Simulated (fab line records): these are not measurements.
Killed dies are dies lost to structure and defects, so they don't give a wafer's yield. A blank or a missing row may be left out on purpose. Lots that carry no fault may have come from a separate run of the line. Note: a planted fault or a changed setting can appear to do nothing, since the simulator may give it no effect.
The tool behind it: which one? | flow n5_finfet | 36 wafers sampled from 12 lots at 1 step of a route of 1938

WHAT EACH GAUGE READ, for each wafer
N5_BEOL_M5_THK_MEAS_01.
lot  | measured     | on            | M5_ILD_THK (nm)
L075 | day 8 18:48  | film_metro-02 | 118.8 122.1 121.9
L077 | day 8 21:07  | film_metro-01 | 120.6 118.7 119.8
L079 | day 10 00:21 | film_metro-02 | 120.1 118.4 119.1
L081 | day 10 09:06 | film_metro-01 | 119.2 123.7 122.6
L085 | day 10 23:29 | film_metro-02 | 120.3 117.9 120.6
L084 | day 11 06:12 | film_metro-02 | 121.1 120.1 121.6
L086 | day 11 11:40 | film_metro-02 | 117.8 121.2 120.8
L089 | day 12 01:28 | film_metro-02 | 119.4 120.7 120.6
L092 | day 12 21:46 | film_metro-01 | 119.8 120.5 119.6
L093 | day 13 01:35 | film_metro-01 | 120.9 120.9 124.2
L097 | day 14 01:22 | film_metro-01 | 118.9 120.2 120.6
L096 | day 14 03:19 | film_metro-02 | 118.6 120.2 121.4

TOOL THAT RAN EACH LOT (tool first, then ch and the chambers of the sampled wafers, then the start)
Record: no process step prior to these readings.

THE ANSWER, worked out from the rows above alone
Rule: the usual values come from the lots themselves. The widest of any qualifying gaps counts: lots, ordered by their means at a reading, are off when they make up no more than a third of the lots, leave a main group of 4 or more, and stand apart from it by 3 or more times the standard deviation of that group's means. The tables above print the reading to a certain number of digits; a main group whose means all agree to those digits is not used. A lot without any number at a reading at which 4 lots or more have one is off too. The other lots that the step has rows for count as sound.
Across all readings shown, no lot is off: no conclusion can be drawn from this.

WHAT THE SIMULATOR HAD INSERTED
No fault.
